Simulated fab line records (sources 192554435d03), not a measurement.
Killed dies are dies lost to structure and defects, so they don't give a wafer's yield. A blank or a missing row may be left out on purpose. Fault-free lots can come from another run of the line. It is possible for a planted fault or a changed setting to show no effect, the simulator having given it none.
Chamber matching :: flow n5-finfet :: pecvd-02 running N5_PASSIVATION_PECVD_01: 3 sister chambers
The step deposits SiNx from SiH4/NH3/N2, target thk 200 nm, time 43.2 s. 6 wafers are shown with their chamber, then 7 later ones without.

WAFERS, EACH WITH ITS CHAMBER
wafer: L082.4
chamber: 1
throttle-valve-pct (%): 28.3
heater-power-outer-w (W): 72

wafer: L088.1
chamber: 1
throttle-valve-pct (%): 28.3
heater-power-outer-w (W): 149

wafer: L088.3
chamber: 0
throttle-valve-pct (%): 29.1
heater-power-outer-w (W): 227

wafer: L088.4
chamber: 2
throttle-valve-pct (%): 28.1
heater-power-outer-w (W): 126

wafer: L089.1
chamber: 2
throttle-valve-pct (%): 28.3
heater-power-outer-w (W): 190

wafer: L089.4
chamber: 0
throttle-valve-pct (%): 28.8
heater-power-outer-w (W): 247

WAFERS WITHOUT THEIR CHAMBER
wafer: L089.5
throttle-valve-pct (%): 28.5
heater-power-outer-w (W): 85

wafer: L093.3
throttle-valve-pct (%): 29.2
heater-power-outer-w (W): 265

wafer: L093.4
throttle-valve-pct (%): 29.1
heater-power-outer-w (W): 272

wafer: L093.6
throttle-valve-pct (%): 28.4
heater-power-outer-w (W): 116

wafer: L092.1
throttle-valve-pct (%): 28.4
heater-power-outer-w (W): 173

wafer: L092.2
throttle-valve-pct (%): 29.1
heater-power-outer-w (W): 277

wafer: L092.3
throttle-valve-pct (%): 28.5
heater-power-outer-w (W): 144

THE CHAMBER EACH PASSED THROUGH
wafer: L089.5
from the rows above: can't be placed: 1 or 2
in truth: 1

wafer: L093.3
from the rows above: 0
in truth: 0

wafer: L093.4
from the rows above: 0
in truth: 0

wafer: L093.6
from the rows above: can't be placed: 1 or 2
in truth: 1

wafer: L092.1
from the rows above: can't be placed: 2 or 1
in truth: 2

wafer: L092.2
from the rows above: 0
in truth: 0

wafer: L092.3
from the rows above: can't be placed: 1 or 2
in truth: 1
3 of 7 placed correctly. Not placeable from these rows: 4 (in 4, the candidates include the true chamber). Wrongly placed: 0.
How it was worked out, from the rows above alone: a wafer's distance from a chamber is the root of the sum, over the readings, of the square of ((its reading less the chamber's mean) divided by the reading's scatter). If the next closest chamber is less than 2 further off than the closest, the wafer can't be placed; otherwise it belongs to the closest. The mean given for a chamber averages the wafers shown for that chamber. How the scatter is found: for the shown wafers, subtract from each reading the mean of its chamber, square and add these, divide the total by (wafers less chambers), then take the root.
